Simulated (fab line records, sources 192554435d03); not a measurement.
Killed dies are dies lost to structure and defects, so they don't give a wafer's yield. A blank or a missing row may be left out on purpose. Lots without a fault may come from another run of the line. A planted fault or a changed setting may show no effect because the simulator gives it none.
Which tool did it? | flow n5_finfet | 8 lots, 22 wafers sampled, at 5 steps of a route of 1938

WHAT THE GAUGES READ, wafer by wafer
N5_BEOL_M4_RC_MEAS_101.
lot  | measured     | on        | DIBL_N (mV/V)
L998 | day 8 03:10  | prober-01 | 38.3 36.7 36.8
L104 | day 9 21:19  | prober-01 | 36.9 35.8 36.2
L106 | day 11 00:24 | prober-02 | 38.6 36.2 37.8
L115 | day 12 19:09 | prober-01 | 38.4 39.1
L116 | day 12 22:05 | prober-02 | 37.7 38.3
L117 | day 13 02:41 | prober-02 | 38.5 38.7 38.1
L119 | day 13 22:22 | prober-02 | 35.7 33.3 35.0
L120 | day 14 04:43 | prober-02 | 36.6 37.2 34.9

WHICH TOOL RAN EACH LOT (tool, then ch and the chambers of the sampled wafers, then the start)
lot  | N5_DUMMY_GATE_STRIP_48            | N5_SD_EPI_N_ETCH_34               | N5_SD_EPI_N_ETCH_35               | N5_SD_EPI_N_ETCHBACK_44
L998 | rie_diel-06 ch 0,1,3, day 3 06:01 | rie_diel-05 ch 0,1,2, day 3 07:12 | rie_diel-05 ch 0,1,2, day 3 07:16 | rie_diel-05 ch 0,1,2, day 3 07:35
L104 | rie_diel-03 ch 0,1,2, day 4 19:31 | rie_diel-01 ch 0,2,3, day 4 22:57 | rie_diel-01 ch 0,2,3, day 4 23:01 | rie_diel-01 ch 0,2,3, day 4 23:20
L106 | rie_diel-06 ch 0,3, day 5 08:43   | rie_diel-01 ch 2,3, day 5 10:02   | rie_diel-01 ch 2,3, day 5 10:05   | rie_diel-01 ch 2,3, day 5 10:25
L115 | rie_diel-06 ch 1,2, day 7 12:16   | rie_diel-01 ch 0,1, day 7 13:35   | rie_diel-01 ch 0,1, day 7 13:46   | rie_diel-01 ch 0,1, day 7 13:59
L116 | rie_diel-04 ch 2,3, day 7 16:37   | rie_diel-01 ch 1,2, day 7 17:56   | rie_diel-01 ch 1,2, day 7 17:59   | rie_diel-01 ch 1,2, day 7 18:19
L117 | rie_diel-04 ch 1,3, day 8 03:50   | rie_diel-01 ch 0,3, day 8 05:09   | rie_diel-01 ch 0,3, day 8 05:13   | rie_diel-01 ch 0,3, day 8 05:32
L119 | rie_diel-04 ch 1,2,3, day 8 12:06 | rie_diel-02 ch 0,2,3, day 8 13:25 | rie_diel-02 ch 0,2,3, day 8 13:28 | rie_diel-02 ch 0,2,3, day 8 13:47
L120 | rie_diel-06 ch 0,2,3, day 8 17:04 | rie_diel-05 ch 0,2,3, day 8 19:17 | rie_diel-05 ch 0,2,3, day 8 19:20 | rie_diel-05 ch 0,2,3, day 8 19:40
- N5_DUMMY_GATE_STRIP_48: strips in N2/H2, time 20 s.
- N5_SD_EPI_N_ETCH_34: etches SiARC in CF4, target depth 45.5 nm, time 75.8 s.
- N5_SD_EPI_N_ETCH_35: etches SOC in N2/H2, overetch 108 nm, time 486 s.
- N5_SD_EPI_N_ETCHBACK_44: etches SiNx in CH3F/O2, stops on SiO2, target depth 14.5 nm.

THE ANSWER, worked out from the rows above alone
Rule: what is usual is taken from the lots themselves. Put in order of their means at a reading, lots are off if they are a third of the lots or fewer, leave a main group of 4 or more, and stand apart from it by a gap of 3 or more times the standard deviation of the main group's means; of several such gaps the widest counts. A main group whose means are all the same, to the digits that the tables above print for the reading, isn't used. A lot without any number at a reading at which 4 lots or more have one is off too. The other lots that the step has rows for count as sound.
No lot is off at any reading shown: from this, nothing can be told.

WHAT THE SIMULATOR HAD PUT IN
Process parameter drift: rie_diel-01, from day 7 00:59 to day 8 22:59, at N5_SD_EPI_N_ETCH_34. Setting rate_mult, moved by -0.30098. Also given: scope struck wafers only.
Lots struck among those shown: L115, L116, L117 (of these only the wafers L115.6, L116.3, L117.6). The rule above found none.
